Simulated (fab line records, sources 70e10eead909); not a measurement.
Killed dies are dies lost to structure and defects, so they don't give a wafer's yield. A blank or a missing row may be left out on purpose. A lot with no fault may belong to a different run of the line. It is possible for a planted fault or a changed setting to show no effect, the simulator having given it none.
fab line records	flow nand_harc
record lots=24	wafers=72	last_day=33
route steps=1302 shown A_CONTACT@1005
lots that met no fault: taken from a fault-free run of the same line
start_h: hours from the record's first day to the start of the lot's first wafer shown	wait_h: hours elapsed since this lot's preceding step	" unchanged from the row above	L1.1+2: several wafers, shown together as one row	- either no value or no given start	* or withheld: withheld	< > ~ a bound
route shown NAME@n: NAME is a module with steps in the file, n the number in the route of the first one	usual: the fault-free wafers' mean and standard deviation	same: alike in all rows	chamber/n: place in a boat	sites: the reading at each site	_std_site: how widely they spread, as a standard deviation	_edge_site: the outer-site mean with the inner-site mean subtracted	radius_mm: how far each site lies from the wafer's centre	mask NAME#n: copy n	behind: the tool/chamber that last shaped the wafer	hold: why the lot was held/for how many hours/how that ended	device: the n, p or np transistor that did not switch	end of line: the route-end tests of the same wafers	where a step has no rows: the recipe by itself	killed: dies that structure and defects cost at the first sort, which is not the same as the wafer's yield	map: dies across one wafer; x = killed, . = not, _ = none there
set.NAME: the setting as run; set.NAME@STEP: as run at that earlier step	model.NAME: the simulator's own value behind a step, which no gauge read
one table for each step of the route and one row for each wafer, over a sample of lots
services: a tool's chamber out of use, with start hour (start_h, from the record's first day; less than 0 if before it), hours out, and reason
## steps
# step NHARC_A_CONTACT_ETCH_111
# recipe source_w=withheld	pressure_mtorr=20	bias_v=withheld	time_s=140	target_depth_a=7000	ar_flow_sccm=withheld	c4f8_flow_sccm=withheld	o2_flow_sccm=withheld	chemistry=C4F8/O2/Ar
# usual oes_air_line_au=1.003/0.022
lot.wafer	tool	chamber	start_h	wait_h	oes_air_line_au	rf_hours_counter_h
L074.1	har_cap_etch-03	1	482.62	-	0.976	39
L074.3	"	1	"	"	0.970	-
L074.5	"	0	"	"	1.005	-
L075.2	har_cap_etch-02	1	500.85	-	0.988	83
L075.3	"	0	"	"	1.004	-
L075.4	"	1	"	"	0.983	-
L076.1	har_cap_etch-02	0	511.79	-	0.953	86
L076.4	"	0	"	"	1.010	-
L076.3	"	1	"	"	1.008	-
L077.2	har_cap_etch-03	1	526.45	-	1.004	46
L077.5	"	0	"	"	0.990	-
L077.6	"	1	"	"	1.027	-
L078.2	har_cap_etch-01	0	527.78	-	0.994	2
L078.1	"	1	"	"	1.024	2
L078.3	"	0	"	"	0.996	-
L080.1	har_cap_etch-02	0	543.48	-	1.039	91
L080.4	"	0	"	"	1.019	-
L080.6	"	0	"	"	1.023	-
L079.1	har_cap_etch-03	0	547.58	-	1.007	52
L079.4	"	1	"	"	1.005	-
L079.6	"	0	"	"	1.010	-
L082.2	har_cap_etch-01	0	571.41	-	1.016	9
L082.3	"	1	"	"	1.064	-
L082.6	"	1	"	"	1.018	-
L081.1	har_cap_etch-03	0	575.62	-	0.979	55
L081.2	"	1	"	"	0.972	55
L081.5	"	1	"	"	0.979	-
L083.3	har_cap_etch-02	0	593.14	-	1.011	-
L083.4	"	1	"	"	1.023	-
L083.5	"	1	"	"	1.040	-
L085.1	har_cap_etch-03	0	595.95	-	1.013	59
L085.2	"	1	"	"	0.995	59
L085.6	"	0	"	"	1.007	-
L084.2	har_cap_etch-02	0	596.80	-	0.993	100
L084.1	"	1	"	"	0.999	100
L084.4	"	1	"	"	1.012	-
L086.1	har_cap_etch-01	1	608.12	-	1.004	16
L086.2	"	0	"	"	1.017	16
L086.5	"	1	"	"	0.973	-
L088.2	har_cap_etch-02	1	628.04	-	1.016	106
L088.1	"	0	"	"	0.986	106
L088.3	"	0	"	"	0.994	-
L087.3	har_cap_etch-02	1	641.43	-	1.015	-
L087.5	"	0	"	"	0.971	-
L087.6	"	1	"	"	0.993	-
L090.1	har_cap_etch-03	0	647.60	-	1.018	68
L090.2	"	1	"	"	0.991	68
L090.5	"	1	"	"	0.998	-
L089.1	har_cap_etch-01	1	655.68	-	0.959	22
L089.4	"	1	"	"	1.000	-
L089.6	"	1	"	"	0.997	-
L091.2	har_cap_etch-02	1	670.82	-	1.019	113
L091.6	"	0	"	"	1.002	-
L091.5	"	1	"	"	1.013	-
L092.1	har_cap_etch-01	0	671.55	-	0.982	26
L092.3	"	0	"	"	0.991	-
L092.6	"	1	"	"	0.992	-
L093.3	har_cap_etch-03	0	686.90	-	1.010	-
L093.4	"	1	"	"	1.005	-
L093.5	"	0	"	"	1.015	-
L094.1	har_cap_etch-02	0	688.69	-	1.039	117
L094.6	"	1	"	"	1.026	-
L094.5	"	0	"	"	1.010	-
L095.1	har_cap_etch-02	1	700.07	-	1.033	120
L095.2	"	0	"	"	1.034	120
L095.3	"	1	"	"	0.997	-
L096.3	har_cap_etch-01	1	712.32	-	1.002	-
L096.4	"	0	"	"	0.991	-
L096.6	"	0	"	"	0.971	-
L097.1	har_cap_etch-03	1	712.46	-	1.020	81
L097.4	"	1	"	"	1.009	-
L097.5	"	0	"	"	1.021	-
# step NHARC_A_CONTACT_ETCH_112
# recipe source_w=withheld	pressure_mtorr=20	bias_v=3000	time_s=190	target_depth_a=18500	ar_flow_sccm=withheld	c4f8_flow_sccm=withheld	o2_flow_sccm=withheld	chemistry=C4F8/O2/Ar
# usual oes_air_line_au=1.000/0.019
lot.wafer	tool	chamber	start_h	wait_h	oes_air_line_au	rf_hours_counter_h
L074.1	har_cap_etch-03	1	482.82	0.2	1.008	39
L074.3	"	1	"	"	1.013	-
L074.5	"	0	"	"	1.009	-
L075.2	har_cap_etch-02	1	501.04	0.2	1.034	84
L075.3	"	0	"	"	1.021	-
L075.4	"	1	"	"	0.982	-
L076.1	har_cap_etch-02	0	511.99	0.2	1.018	86
L076.4	"	0	"	"	0.984	-
L076.3	"	1	"	"	1.018	-
L077.2	har_cap_etch-03	1	526.64	0.2	1.004	46
L077.5	"	0	"	"	1.002	-
L077.6	"	1	"	"	1.007	-
L078.2	har_cap_etch-01	0	527.98	0.2	1.000	2
L078.1	"	1	"	"	1.001	2
L078.3	"	0	"	"	0.965	-
L080.1	har_cap_etch-02	0	543.68	0.2	0.964	91
L080.4	"	0	"	"	0.974	-
L080.6	"	0	"	"	0.965	-
L079.1	har_cap_etch-03	0	547.77	0.2	1.010	52
L079.4	"	1	"	"	0.998	-
L079.6	"	0	"	"	0.962	-
L082.2	har_cap_etch-01	0	571.60	0.2	1.010	9
L082.3	"	1	"	"	0.989	-
L082.6	"	1	"	"	0.994	-
L081.1	har_cap_etch-03	0	575.82	0.2	1.021	56
L081.2	"	1	"	"	0.998	56
L081.5	"	1	"	"	1.002	-
L083.3	har_cap_etch-02	0	593.33	0.2	1.008	-
L083.4	"	1	"	"	0.990	-
L083.5	"	1	"	"	0.993	-
L085.1	har_cap_etch-03	0	596.15	0.2	0.967	59
L085.2	"	1	"	"	0.993	59
L085.6	"	0	"	"	0.989	-
L084.2	har_cap_etch-02	0	597.00	0.2	1.013	100
L084.1	"	1	"	"	1.020	100
L084.4	"	1	"	"	1.026	-
L086.1	har_cap_etch-01	1	608.32	0.2	0.996	16
L086.2	"	0	"	"	0.972	16
L086.5	"	1	"	"	0.977	-
L088.2	har_cap_etch-02	1	628.25	0.2	1.037	106
L088.1	"	0	"	"	0.991	106
L088.3	"	0	"	"	0.994	-
L087.3	har_cap_etch-02	1	641.61	0.2	0.977	-
L087.5	"	0	"	"	1.013	-
L087.6	"	1	"	"	0.996	-
L090.1	har_cap_etch-03	0	647.80	0.2	0.985	68
L090.2	"	1	"	"	0.979	68
L090.5	"	1	"	"	0.992	-
L089.1	har_cap_etch-01	1	655.88	0.2	0.969	23
L089.4	"	1	"	"	1.028	-
L089.6	"	1	"	"	1.000	-
L091.2	har_cap_etch-02	1	671.01	0.2	1.000	113
L091.6	"	0	"	"	1.036	-
L091.5	"	1	"	"	1.022	-
L092.1	har_cap_etch-01	0	671.74	0.2	1.019	27
L092.3	"	0	"	"	1.019	-
L092.6	"	1	"	"	1.011	-
L093.3	har_cap_etch-03	0	687.08	0.2	1.001	-
L093.4	"	1	"	"	1.029	-
L093.5	"	0	"	"	1.003	-
L094.1	har_cap_etch-02	0	688.88	0.2	0.980	117
L094.6	"	1	"	"	1.017	-
L094.5	"	0	"	"	1.027	-
L095.1	har_cap_etch-02	1	700.26	0.2	1.024	120
L095.2	"	0	"	"	0.986	120
L095.3	"	1	"	"	1.033	-
L096.3	har_cap_etch-01	1	712.51	0.2	1.014	-
L096.4	"	0	"	"	0.982	-
L096.6	"	0	"	"	0.991	-
L097.1	har_cap_etch-03	1	712.66	0.2	0.984	82
L097.4	"	1	"	"	1.006	-
L097.5	"	0	"	"	1.002	-
# step NHARC_A_CONTACT_STRIP_55
# recipe o2_flow_sccm=500	ar_flow_sccm=0	bias_w=0	chemistry=O2
# usual drypump_motor_current_A=5.6/0.57	oes_product_au=1.004/0.012	rf_vpp_V=57.9/1.1	showerhead_plenum_p_Torr=3.56/0.14	throttle_valve_pct=17.035/0.0089
lot.wafer	tool	chamber	start_h	wait_h	drypump_motor_current_A	oes_product_au	rf_hours_counter_h	rf_vpp_V	showerhead_plenum_p_Torr	throttle_valve_pct
L074.1	rie_diel-02	2	-	-	5.2	1.000	15	57.8	3.27	17.032
L074.3	"	1	"	"	5.8	1.026	12	58.6	3.51	17.040
L074.5	"	3	"	"	6.4	0.995	-	57.5	3.47	17.011
L075.2	rie_diel-13	0	-	-	6.0	1.007	50	58.0	3.71	17.034
L075.3	"	1	"	"	6.5	1.001	47	59.3	3.78	17.037
L075.4	"	2	"	"	5.4	0.986	53	57.1	3.38	17.032
L076.1	rie_diel-02	1	-	-	5.8	1.014	15	58.7	3.51	17.039
L076.3	"	2	"	"	5.2	1.009	20	57.6	3.27	17.035
L076.4	"	0	"	"	4.9	1.017	17	59.1	3.55	17.034
L077.2	rie_diel-02	0	-	-	4.9	1.027	20	55.7	3.55	17.034
L077.5	"	1	"	"	5.8	1.013	-	56.1	3.50	17.052
L077.6	"	2	"	"	5.2	1.003	-	57.7	3.27	17.021
L078.1	rie_diel-02	2	-	-	5.2	1.018	23	57.4	3.27	17.012
L078.3	"	0	"	"	4.9	1.013	20	56.9	3.55	17.048
L078.2	"	1	"	"	5.8	1.011	18	57.6	3.50	17.026
L080.1	rie_diel-01	0	-	-	5.1	1.026	51	59.1	3.71	17.035
L080.4	"	2	"	"	6.5	1.012	54	56.8	3.44	17.028
L080.6	"	1	"	"	5.7	0.997	-	57.0	3.59	17.032
L079.1	rie_diel-01	2	-	-	6.6	0.998	55	57.4	3.44	17.043
L079.4	"	0	"	"	5.1	1.012	51	57.2	3.71	17.015
L079.6	"	2	"	"	6.6	1.004	-	57.6	3.43	17.031
L082.2	rie_diel-01	3	-	-	5.3	0.994	2	57.7	3.55	17.042
L082.3	"	0	"	"	5.1	0.984	2	57.8	3.71	17.043
L082.6	"	3	"	"	5.3	1.008	-	59.1	3.55	17.046
L081.2	rie_diel-01	3	-	-	5.4	1.014	4	59.7	3.55	17.028
L081.1	"	2	"	"	6.5	1.014	6	57.1	3.43	17.030
L081.5	"	3	"	"	5.3	1.001	-	58.5	3.55	17.026
L083.4	rie_diel-02	2	-	-	5.2	0.994	4	59.8	3.81	17.023
L083.3	"	1	"	"	5.8	1.013	5	58.5	3.50	17.031
L083.5	"	3	"	"	6.4	1.013	-	58.1	3.46	17.035
L085.2	rie_diel-01	2	-	-	6.6	0.996	15	56.9	3.43	17.036
L085.1	"	0	"	"	5.1	0.984	10	57.1	3.71	17.032
L085.6	"	2	"	"	6.5	1.012	-	57.4	3.43	17.044
L084.2	rie_diel-01	0	-	-	5.1	0.978	10	56.9	3.71	17.039
L084.1	"	2	"	"	6.6	0.999	15	58.4	3.43	17.035
L084.4	"	3	"	"	5.3	0.992	12	58.1	3.55	17.042
L086.1	rie_diel-02	0	-	-	4.9	1.013	6	57.6	3.54	17.029
L086.2	"	2	"	"	5.2	0.994	7	58.7	3.80	17.041
L086.5	"	3	"	"	6.5	1.018	-	57.7	3.46	17.023
L088.3	rie_diel-01	0	-	-	5.1	0.970	21	58.7	3.70	17.042
L088.2	"	1	"	"	5.7	0.980	24	58.2	3.58	17.027
L088.1	"	2	"	"	6.5	1.006	31	57.8	3.42	17.031
L087.3	rie_diel-02	3	-	-	6.4	1.018	9	57.8	3.46	17.035
L087.6	"	2	"	"	5.2	0.993	-	57.9	3.80	17.027
L087.5	"	3	"	"	6.4	1.011	-	58.2	3.46	17.023
L090.2	rie_diel-02	3	-	-	6.4	1.017	11	57.0	3.46	17.042
L090.1	"	0	"	"	4.9	1.018	13	56.2	3.54	17.041
L090.5	"	3	"	"	6.4	1.004	-	59.3	3.46	17.047
L089.4	rie_diel-02	2	-	-	5.2	0.992	18	58.3	3.80	17.038
L089.1	"	0	"	"	4.9	1.021	16	59.3	3.54	17.021
L089.6	"	2	"	"	5.2	0.989	-	58.3	3.80	17.044
L091.2	rie_diel-02	2	-	-	5.2	0.997	21	57.0	3.80	17.033
L091.6	"	3	"	"	6.5	1.019	-	57.8	3.46	17.031
L091.5	"	0	"	"	4.9	1.007	-	59.1	3.54	17.030
L092.3	rie_diel-02	0	-	-	4.9	1.013	19	58.3	3.54	17.040
L092.1	"	2	"	"	5.2	0.999	21	58.3	3.80	17.038
L092.6	"	0	"	"	4.9	1.008	-	56.9	3.54	17.027
L093.4	rie_diel-13	3	-	-	5.9	1.001	60	58.4	3.74	17.035
L093.3	"	2	"	"	5.4	0.982	60	56.7	3.34	17.030
L093.5	"	3	"	"	5.9	1.010	-	59.1	3.74	17.040
L094.1	rie_diel-13	1	-	-	6.5	0.988	49	58.4	3.75	17.033
L094.5	"	2	"	"	5.4	0.971	-	55.6	3.34	17.055
L094.6	"	3	"	"	5.9	1.006	-	59.7	3.74	17.037
L095.3	rie_diel-02	1	-	-	5.8	1.001	29	56.9	3.48	17.033
L095.1	"	2	"	"	5.2	0.999	28	57.6	3.79	17.043
L095.2	"	0	"	"	4.9	1.017	25	59.0	3.53	17.020
L096.4	rie_diel-02	1	-	-	5.8	1.005	32	57.2	3.48	17.035
L096.3	"	2	"	"	5.2	1.001	31	58.2	3.79	17.032
L096.6	"	0	"	"	4.9	1.003	-	57.9	3.53	17.033
L097.1	rie_diel-02	0	-	-	4.9	1.022	29	56.9	3.53	17.046
L097.4	"	1	"	"	5.8	1.013	32	58.8	3.48	17.045
L097.5	"	3	"	"	6.5	1.019	-	58.1	3.45	17.031
# step NHARC_A_CONTACT_INSPECT_71
# usual raw_defect_count=80/38
lot.wafer	tool	chamber	start_h	wait_h	raw_defect_count
L074.1	defect_inspect-01	-	493.22	0.0	47
L074.3	"	-	"	"	55
L074.5	"	-	"	"	51
L075.2	defect_inspect-02	-	509.21	0.0	30
L075.3	"	-	"	"	33
L075.4	"	-	"	"	30
L076.1	defect_inspect-01	-	520.07	0.0	112
L076.3	"	-	"	"	104
L076.4	"	-	"	"	92
L077.2	defect_inspect-02	-	534.80	0.0	64
L077.5	"	-	"	"	56
L077.6	"	-	"	"	64
L078.1	defect_inspect-02	-	536.39	0.0	92
L078.2	"	-	"	"	109
L078.3	"	-	"	"	99
L080.1	defect_inspect-01	-	554.92	0.0	100
L080.4	"	-	"	"	104
L080.6	"	-	"	"	125
L079.1	defect_inspect-02	-	555.89	0.0	62
L079.4	"	-	"	"	77
L079.6	"	-	"	"	80
L082.2	defect_inspect-01	-	580.17	0.0	35
L082.3	"	-	"	"	26
L082.6	"	-	"	"	23
L081.1	defect_inspect-02	-	583.81	0.0	111
L081.2	"	-	"	"	116
L081.5	"	-	"	"	113
L083.3	defect_inspect-01	-	601.53	0.0	33
L083.4	"	-	"	"	40
L083.5	"	-	"	"	39
L085.1	defect_inspect-01	-	604.26	0.0	116
L085.2	"	-	"	"	119
L085.6	"	-	"	"	126
L084.1	defect_inspect-02	-	605.10	0.0	128
L084.2	"	-	"	"	128
L084.4	"	-	"	"	117
L086.1	defect_inspect-01	-	620.58	0.0	66
L086.2	"	-	"	"	83
L086.5	"	-	"	"	67
L088.1	defect_inspect-02	-	636.43	0.0	108
L088.2	"	-	"	"	117
L088.3	"	-	"	"	120
L087.3	defect_inspect-01	-	651.08	0.0	49
L087.5	"	-	"	"	37
L087.6	"	-	"	"	51
L090.1	defect_inspect-02	-	656.24	0.0	115
L090.2	"	-	"	"	98
L090.5	"	-	"	"	98
L089.1	defect_inspect-02	-	664.07	0.0	59
L089.4	"	-	"	"	76
L089.6	"	-	"	"	59
L091.2	defect_inspect-01	-	679.41	0.0	160
L091.5	"	-	"	"	180
L091.6	"	-	"	"	167
L092.1	defect_inspect-01	-	680.62	0.0	20
L092.3	"	-	"	"	30
L092.6	"	-	"	"	21
L093.3	defect_inspect-01	-	695.12	0.0	126
L093.4	"	-	"	"	118
L093.5	"	-	"	"	108
L094.1	defect_inspect-02	-	696.99	0.0	31
L094.5	"	-	"	"	35
L094.6	"	-	"	"	20
L095.1	defect_inspect-02	-	708.58	0.0	61
L095.2	"	-	"	"	56
L095.3	"	-	"	"	66
L096.3	defect_inspect-02	-	720.57	0.0	71
L096.4	"	-	"	"	56
L096.6	"	-	"	"	74
L097.1	defect_inspect-02	-	720.95	0.0	88
L097.4	"	-	"	"	87
L097.5	"	-	"	"	81
# step NHARC_A_CONTACT_DESCUM_74
# recipe time_s=3	o2_flow_sccm=200	ar_flow_sccm=0	bias_power_w=0	chemistry=O2
# usual drypump_motor_current_A=5.7/0.58	oes_product_au=1.004/0.012	rf_vpp_V=57.8/0.91	showerhead_plenum_p_Torr=1.94/0.085	throttle_valve_pct=11.312/0.0095
lot.wafer	tool	chamber	start_h	wait_h	drypump_motor_current_A	oes_product_au	rf_hours_counter_h	rf_vpp_V	showerhead_plenum_p_Torr	throttle_valve_pct
L074.1	rie_diel-13	1	493.28	0.1	6.5	1.002	45	58.6	2.06	11.317
L074.3	"	2	"	"	5.4	0.999	51	58.2	1.83	11.318
L074.5	"	1	"	"	6.5	0.998	-	59.5	2.06	11.326
L075.4	rie_diel-01	2	509.27	0.1	6.5	0.994	35	57.6	1.86	11.319
L075.2	"	3	"	"	5.3	1.012	37	58.6	1.93	11.295
L075.3	"	1	"	"	5.7	1.005	32	57.7	1.96	11.333
L076.1	rie_diel-02	3	520.13	0.1	6.5	1.000	20	57.4	1.88	11.312
L076.3	"	1	"	"	5.8	1.014	15	57.5	1.90	11.311
L076.4	"	2	"	"	5.2	1.008	20	55.4	1.76	11.298
L077.2	rie_diel-02	1	534.89	0.1	5.8	1.007	19	58.0	1.90	11.292
L077.5	"	0	"	"	4.8	1.018	-	58.0	1.93	11.300
L077.6	"	1	"	"	5.8	1.013	-	57.0	1.90	11.312
L078.2	rie_diel-02	3	536.45	0.1	6.4	0.991	23	59.1	1.88	11.311
L078.1	"	0	"	"	4.9	1.030	21	56.8	1.93	11.304
L078.3	"	1	"	"	5.7	1.011	19	56.2	1.90	11.297
L080.1	rie_diel-02	3	554.98	0.1	6.4	0.997	26	59.0	1.88	11.307
L080.4	"	1	"	"	5.8	1.017	22	57.4	1.90	11.322
L080.6	"	3	"	"	6.4	0.995	-	58.2	1.88	11.307
L079.1	rie_diel-13	2	555.96	0.1	5.4	0.987	13	58.3	1.82	11.318
L079.4	"	3	"	"	5.9	0.987	10	57.8	2.05	11.326
L079.6	"	1	"	"	6.5	0.983	-	57.6	2.06	11.326
L082.2	rie_diel-02	0	580.24	0.1	4.9	1.017	0	56.0	1.92	11.308
L082.3	"	2	"	"	5.2	1.005	0	57.6	2.08	11.306
L082.6	"	0	"	"	4.9	1.008	-	57.3	1.92	11.323
L081.2	rie_diel-13	0	583.88	0.1	5.9	0.994	18	58.5	2.01	11.319
L081.1	"	1	"	"	6.5	0.988	19	59.3	2.05	11.307
L081.5	"	3	"	"	5.9	1.000	-	58.5	2.05	11.306
L083.4	rie_diel-01	0	601.60	0.1	5.1	0.982	10	59.3	2.02	11.312
L083.3	"	1	"	"	5.7	1.004	13	57.7	1.95	11.313
L083.5	"	3	"	"	5.3	1.001	-	57.9	1.92	11.326
L085.2	rie_diel-02	2	604.33	0.1	5.2	1.004	5	59.0	2.07	11.320
L085.1	"	0	"	"	4.9	1.013	4	57.9	1.92	11.292
L085.6	"	1	"	"	5.8	1.015	-	59.0	1.90	11.314
L084.1	rie_diel-13	2	605.17	0.1	5.4	0.990	31	57.0	1.81	11.331
L084.4	"	3	"	"	5.9	0.986	30	59.4	2.05	11.316
L084.2	"	0	"	"	5.9	1.006	26	57.8	2.01	11.305
L086.1	rie_diel-01	3	620.64	0.1	5.3	0.990	20	57.7	1.92	11.291
L086.2	"	2	"	"	6.5	1.003	24	57.2	1.85	11.313
L086.5	"	2	"	"	6.5	1.010	-	58.6	1.85	11.310
L088.2	rie_diel-02	1	636.49	0.1	5.7	1.026	12	57.4	1.89	11.322
L088.3	"	2	"	"	5.2	1.001	11	58.0	2.07	11.306
L088.1	"	3	"	"	6.5	1.008	7	59.0	1.88	11.320
L087.3	rie_diel-02	3	651.16	0.1	6.5	1.005	10	57.7	1.87	11.320
L087.6	"	0	"	"	4.9	1.027	-	58.4	1.92	11.299
L087.5	"	1	"	"	5.8	1.002	-	57.8	1.89	11.298
L090.2	rie_diel-02	0	656.32	0.1	4.8	1.002	15	57.7	1.92	11.309
L090.1	"	1	"	"	5.8	1.009	17	55.1	1.89	11.321
L090.5	"	3	"	"	6.5	1.011	-	58.8	1.87	11.331
L089.4	rie_diel-02	2	664.14	0.1	5.2	1.000	18	58.2	2.07	11.317
L089.1	"	3	"	"	6.4	1.020	13	58.5	1.87	11.319
L089.6	"	1	"	"	5.7	1.001	-	56.7	1.89	11.311
L091.2	rie_diel-02	2	679.50	0.1	5.2	0.999	21	57.7	2.07	11.298
L091.5	"	0	"	"	4.9	1.002	-	57.8	1.92	11.313
L091.6	"	1	"	"	5.8	1.000	-	58.4	1.89	11.304
L092.3	rie_diel-01	0	680.69	0.1	5.1	0.988	30	59.1	2.01	11.312
L092.1	"	2	"	"	6.5	1.003	42	57.9	1.84	11.310
L092.6	"	3	"	"	5.3	1.005	-	57.8	1.92	11.308
L093.4	rie_diel-02	2	695.18	0.1	5.2	0.996	25	58.3	2.07	11.314
L093.3	"	3	"	"	6.5	1.009	20	56.6	1.87	11.306
L093.5	"	2	"	"	5.2	1.012	-	58.5	2.07	11.305
L094.1	rie_diel-02	1	697.06	0.1	5.7	1.009	26	57.1	1.89	11.307
L094.6	"	0	"	"	4.9	1.018	-	58.8	1.92	11.315
L094.5	"	1	"	"	5.7	1.009	-	58.2	1.89	11.322
L095.3	rie_diel-13	0	708.64	0.1	5.9	1.008	1	58.9	2.00	11.303
L095.2	"	1	"	"	6.5	1.012	1	57.6	2.04	11.320
L095.1	"	3	"	"	5.9	1.013	1	57.1	2.03	11.313
L096.3	rie_diel-13	0	720.64	0.1	5.9	1.001	5	57.6	2.00	11.316
L096.4	"	1	"	"	6.5	0.995	4	59.1	2.04	11.305
L096.6	"	3	"	"	5.9	1.008	-	57.4	2.03	11.313
L097.4	rie_diel-02	3	721.01	0.1	6.5	1.015	24	56.8	1.87	11.304
L097.1	"	0	"	"	4.9	1.013	30	58.1	1.91	11.321
L097.5	"	3	"	"	6.4	1.015	-	56.9	1.87	11.307
# step NHARC_A_CONTACT_ETCH_125
# recipe source_w=withheld	pressure_mtorr=20	bias_v=3000	time_s=197	target_depth_a=19180	ar_flow_sccm=withheld	c4f8_flow_sccm=withheld	o2_flow_sccm=withheld	chemistry=C4F8/O2/Ar
# usual oes_air_line_au=1.001/0.022
lot.wafer	tool	chamber	start_h	wait_h	oes_air_line_au	rf_hours_counter_h
L074.1	har_cap_etch-03	0	495.02	0.2	1.011	42
L074.3	"	1	"	"	1.011	-
L074.5	"	1	"	"	0.989	-
L075.2	har_cap_etch-03	1	513.88	0.2	0.981	45
L075.3	"	1	"	"	0.977	-
L075.4	"	0	"	"	1.014	-
L076.1	har_cap_etch-01	1	521.88	0.2	0.969	0
L076.3	"	1	"	"	0.992	-
L076.4	"	0	"	"	1.019	-
L077.2	har_cap_etch-03	0	536.74	0.2	0.992	49
L077.6	"	1	"	"	0.984	-
L077.5	"	0	"	"	1.007	-
L078.2	har_cap_etch-01	1	538.20	0.2	0.997	4
L078.1	"	0	"	"	0.996	4
L078.3	"	0	"	"	1.007	-
L080.1	har_cap_etch-02	0	556.73	0.2	1.000	93
L080.4	"	0	"	"	0.984	-
L080.6	"	1	"	"	1.001	-
L079.1	har_cap_etch-01	0	557.87	0.2	1.045	7
L079.4	"	1	"	"	0.979	-
L079.6	"	1	"	"	1.018	-
L082.2	har_cap_etch-02	1	581.97	0.2	0.980	96
L082.3	"	1	"	"	1.021	-
L082.6	"	1	"	"	1.007	-
L081.2	har_cap_etch-01	1	585.61	0.2	0.986	11
L081.1	"	0	"	"	1.026	11
L081.5	"	0	"	"	1.013	-
L083.3	har_cap_etch-01	1	603.91	0.2	1.064	-
L083.4	"	0	"	"	1.010	-
L083.5	"	1	"	"	1.015	-
L085.1	har_cap_etch-03	1	606.07	0.2	1.011	61
L085.2	"	0	"	"	0.999	61
L085.6	"	0	"	"	0.985	-
L084.2	har_cap_etch-02	1	606.91	0.2	0.998	103
L084.1	"	0	"	"	1.002	103
L084.4	"	0	"	"	0.995	-
L086.1	har_cap_etch-03	1	622.70	0.2	0.970	65
L086.2	"	0	"	"	1.012	65
L086.5	"	0	"	"	1.011	-
L088.2	har_cap_etch-03	0	638.24	0.2	1.020	66
L088.1	"	1	"	"	0.969	66
L088.3	"	0	"	"	1.032	-
L087.3	har_cap_etch-02	1	653.11	0.2	0.964	-
L087.6	"	0	"	"	0.956	-
L087.5	"	1	"	"	1.003	-
L090.1	har_cap_etch-03	0	658.04	0.2	1.024	70
L090.2	"	1	"	"	0.994	70
L090.5	"	0	"	"	1.029	-
L089.1	har_cap_etch-01	1	665.91	0.2	0.996	25
L089.4	"	0	"	"	1.026	-
L089.6	"	0	"	"	0.996	-
L091.2	har_cap_etch-02	0	681.33	0.2	1.008	116
L091.5	"	1	"	"	1.007	-
L091.6	"	0	"	"	0.998	-
L092.1	har_cap_etch-01	0	682.49	0.2	0.995	29
L092.3	"	1	"	"	1.028	-
L092.6	"	1	"	"	0.964	-
L093.3	har_cap_etch-01	1	696.98	0.2	1.038	-
L093.4	"	0	"	"	1.031	-
L093.5	"	1	"	"	1.009	-
L094.1	har_cap_etch-03	0	698.81	0.2	1.021	78
L094.5	"	1	"	"	0.977	-
L094.6	"	0	"	"	1.011	-
L095.1	har_cap_etch-02	1	710.38	0.2	1.026	122
L095.2	"	0	"	"	0.979	122
L095.3	"	1	"	"	1.027	-
L096.4	har_cap_etch-01	1	722.44	0.2	0.989	-
L096.3	"	0	"	"	1.027	-
L096.6	"	1	"	"	1.010	-
L097.1	har_cap_etch-03	0	722.76	0.2	1.007	84
L097.4	"	1	"	"	1.005	-
L097.5	"	0	"	"	0.990	-
## services
tool	chamber	start_h	hours	kind
rie_diel-02	0	476.21	-	clean
rie_diel-02	1	476.21	-	clean
rie_diel-02	2	476.21	-	clean
rie_diel-02	3	476.21	-	clean
rie_diel-02	1	480.12	4.6	repair
rie_diel-02	1	487.23	6.2	repair
har_cap_etch-01	-	497.00	17.0	pm
rie_diel-02	0	500.86	-	clean
rie_diel-02	3	524.81	10.6	repair
har_cap_etch-01	-	541.82	0.2	repair
rie_diel-13	3	543.83	9.8	repair
rie_diel-02	2	547.21	2.3	repair
rie_diel-01	-	559.24	9.0	pm
rie_diel-02	-	570.71	9.0	pm
rie_diel-02	-	599.33	2.7	repair
rie_diel-13	2	615.96	3.5	repair
rie_diel-01	1	618.38	3.1	repair
rie_diel-02	3	624.85	8.1	repair
rie_diel-01	0	644.13	5.0	repair
rie_diel-01	-	644.34	1.1	repair
rie_diel-01	-	688.31	0.2	repair
rie_diel-13	-	696.07	9.0	pm
rie_diel-02	3	699.41	8.9	repair
rie_diel-01	1	719.15	9.2	repair
## key
fault none
